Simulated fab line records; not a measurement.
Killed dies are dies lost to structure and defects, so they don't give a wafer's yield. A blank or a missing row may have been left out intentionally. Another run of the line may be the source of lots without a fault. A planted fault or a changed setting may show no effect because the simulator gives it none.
Chamber matching	flow n5Finfet	rieDiel-02 running N5_DUMMY_REMOVAL_HM_STRIP_01: 4 sister chambers
The step strips SiNx in CH3F/O2, stops on poly-Si, target depth 4 nm, time 6.8 s. 8 wafers are shown with their chamber, then 8 later ones without.

## WAFERS PAIRED WITH THEIR CHAMBERS
wafer	chamber	showerheadPlenumPTorr (Torr)	drypumpMotorCurrentA (A)
L080.5	1	2.06	6.4
L083.3	3	1.94	5.8
L083.4	0	1.97	5.6
L083.5	3	1.94	5.8
L086.2	1	2.05	6.3
L086.3	2	2.09	6.0
L086.4	0	1.97	5.6
L087.1	2	2.09	6.0

## WAFERS WITHOUT THEIR CHAMBER
wafer	showerheadPlenumPTorr (Torr)	drypumpMotorCurrentA (A)
L087.4	1.94	5.8
L087.6	2.09	6.0
L095.1	1.94	5.8
L095.2	1.96	5.6
L095.3	2.05	6.3
L095.4	2.08	6.0
L095.5	2.05	6.3
L095.6	2.08	6.0

## EACH ONE'S CHAMBER
wafer	from the rows above	in truth
L087.4	3	3
L087.6	2	2
L095.1	3	3
L095.2	0	0
L095.3	1	1
L095.4	2	2
L095.5	1	1
L095.6	2	2
Placed correctly: 8 of 8. Number that these rows cannot place: 0. Placed wrongly: 0.
How it was worked out, from the rows above alone: a wafer's distance from a chamber is the root of the sum, over the readings, of the square of ((its reading less the chamber's mean) divided by the reading's scatter). If the next closest chamber is less than 2 further off than the closest, the wafer can't be placed; otherwise it belongs to the closest. The mean given for a chamber averages the wafers shown for that chamber. How the scatter is found: for the shown wafers, subtract from each reading the mean of its chamber, square and add these, divide the total by (wafers less chambers), then take the root.
